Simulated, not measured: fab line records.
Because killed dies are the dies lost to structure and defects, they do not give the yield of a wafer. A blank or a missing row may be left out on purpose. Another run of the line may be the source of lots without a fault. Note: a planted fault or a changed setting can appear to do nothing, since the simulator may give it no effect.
Chamber matching | flow nand-harc | ald-hk-04 running NHARC_A_WL_FILL_ALD_00: 4 sister chambers
The step deposits Al2O3, target thk 3 nm, pulse time 3 s, ald cycles 30. 4 wafers are shown with their chamber, then 8 later ones without.

EACH WAFER AND ITS CHAMBER
wafer  | chamber | heater-power-w (W)
L086.5 | 2       | 540
L086.6 | 3       | 424
L091.1 | 1       | 542
L093.3 | 0       | 512

WAFERS MISSING THEIR CHAMBER
wafer  | heater-power-w (W)
L093.4 | 510
L093.5 | 509
L095.4 | 501
L095.5 | 533
L095.6 | 503
L097.3 | 430
L097.4 | 514
L097.5 | 521

THE CHAMBER EACH PASSED THROUGH
wafer  | from the rows above          | in truth
L093.4 | 0                            | 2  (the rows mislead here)
L093.5 | 0                            | 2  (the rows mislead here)
L095.4 | 0                            | 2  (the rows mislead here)
L095.5 | can't be placed: 2 or 1      | 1
L095.6 | 0                            | 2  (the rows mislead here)
L097.3 | 3                            | 3
L097.4 | 0                            | 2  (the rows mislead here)
L097.5 | can't be placed: 0 or 2 or 1 | 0
Placed correctly: 1 of 8. Cannot be placed on the basis of these rows: 2; the candidates contain the true chamber in 2. Number placed wrongly: 5.
How it was worked out, from the rows above alone: a wafer's distance from a chamber is the root of the sum, over the readings, of the square of ((its reading less the chamber's mean) divided by the reading's scatter). The wafer belongs to the nearest chamber; if the next one is less than 2 further off, it can't be placed. Each chamber's mean is taken over the wafers shown for it. The scatter: root of mean squared gap, hidden wafer to nearest shown wafer, with one shown wafer a chamber.
